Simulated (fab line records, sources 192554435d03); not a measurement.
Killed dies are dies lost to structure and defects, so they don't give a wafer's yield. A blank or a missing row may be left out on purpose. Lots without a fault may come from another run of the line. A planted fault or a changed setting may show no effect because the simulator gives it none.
A struck lot beside a sound one | flow n5_finfet | 15 steps out of a route of 1938
Sound: wafers L949.3, L949.4, L949.6. Struck: wafer L968.6. (L968.4, L968.5 of the same lot were not struck and are left out.) The cause comes at the end.
At each step with rows: each side's tool, then ch and its chambers, then its first start. Under that, the readings that differ: sound wafers | struck wafers | difference of the means | sigmas: that difference in standard deviations of wafers without a fault.
alike: readings whose means differ by less than 2 such deviations, and words and numbers that are the same on both sides. not compared: withheld readings, readings that some wafer has no value for, bounds like >300 that may hide the same value, and numbers for which the record gives no deviation and whose values overlap.
The two part at a step that has a row with sigmas, a row that says differs or no value, or rows on one side only. Numbers that don't overlap but have no deviation are shown without sigmas and don't part them. A reading that every wafer of one side lacks parts them only if that side has two wafers or more.

first, 1 step without rows for these wafers: N5_BEOL_M10_STRIP_77 (strips in N2/H2, time 10 s).
N5_BEOL_M10_OCD_MEAS_38:
  sound on ocd-01, day 10 15:49; struck on ocd-01, day 15 08:19
  alike: trench_depth_nm
then, 4 steps without rows for these wafers: N5_BEOL_M10_HM_STRIP_39 (strips TiN in peroxide tin strip, target depth 25 nm, time 158 s); N5_BEOL_M10_SRD_40 (time 30 s); N5_BEOL_M10_PRECLEAN_42 (cleans in residue remover, time 60 s); N5_BEOL_M10_SRD_43 (time 30 s).
N5_BEOL_M10_CD_MEAS_35: target cd 70 nm.
  sound on cd_sem-01, day 10 15:58; struck on cd_sem-01, day 15 08:28
  alike: cd_nm
N5_BEOL_M10_CURE_72: cures SiCOH lowk, time 120 s.
  sound on uv_cure-02 ch 0, day 10 16:06; struck on uv_cure-01 ch 1, day 15 08:39
  alike: lamp_power_pct, wafer_temp_C_max
N5_BEOL_M10_DEGAS_44: time 60 s.
  sound on pvd_sputter-03, day 10 16:29; struck on pvd_sputter-03, day 15 08:53
  alike: heater_power_w
N5_BEOL_M10_PRE_CLEAN_45: time 30 s.
  sound on pvd_sputter-03, day 10 16:31; struck on pvd_sputter-03, day 15 08:56
  alike: heater_power_w
then, 1 step without rows for these wafers: N5_BEOL_M10_ALD_74 (deposits TaN, target thk 2 nm, pulse time 2 s, purge time 3 s).
N5_BEOL_M10_SURFACE_TREAT_76:
  sound on pvd_sputter-01, day 10 16:55; struck on pvd_sputter-02, day 15 09:34
  not compared: throttle_valve_pct
N5_BEOL_M10_CVD_75: deposits Co from CCTBA/H2, target thk 2 nm, time 138.9 s.
  sound on cvd_co-01 ch 0,2, day 10 17:02; struck on cvd_co-02 ch 0, day 15 09:53
  reading          | sound             | struck | difference | sigmas
  run_length_s (s) | 161.6 160.7 162.6 | 164.8  | +3.2       | +8
N5_BEOL_M10_SPUTTER_48: material Cu, target thk 12 nm, time 2 s.
  sound on pvd_sputter-01, day 10 17:16; struck on pvd_sputter-02, day 15 09:57
  alike: substrate_temp_c, throttle_valve_pct
then, 1 step without rows for these wafers: N5_PASSIVATION_PROBE_49.

WHERE THEY PART
Only at N5_BEOL_M10_CVD_75, within this record. Later steps at which nothing parts them and some readings are alike: N5_BEOL_M10_SPUTTER_48.

WHY: what the simulator had put in
Process parameter drift: cvd_co-02, from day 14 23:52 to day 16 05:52, at N5_BEOL_M10_CVD_75. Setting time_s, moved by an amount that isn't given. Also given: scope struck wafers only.
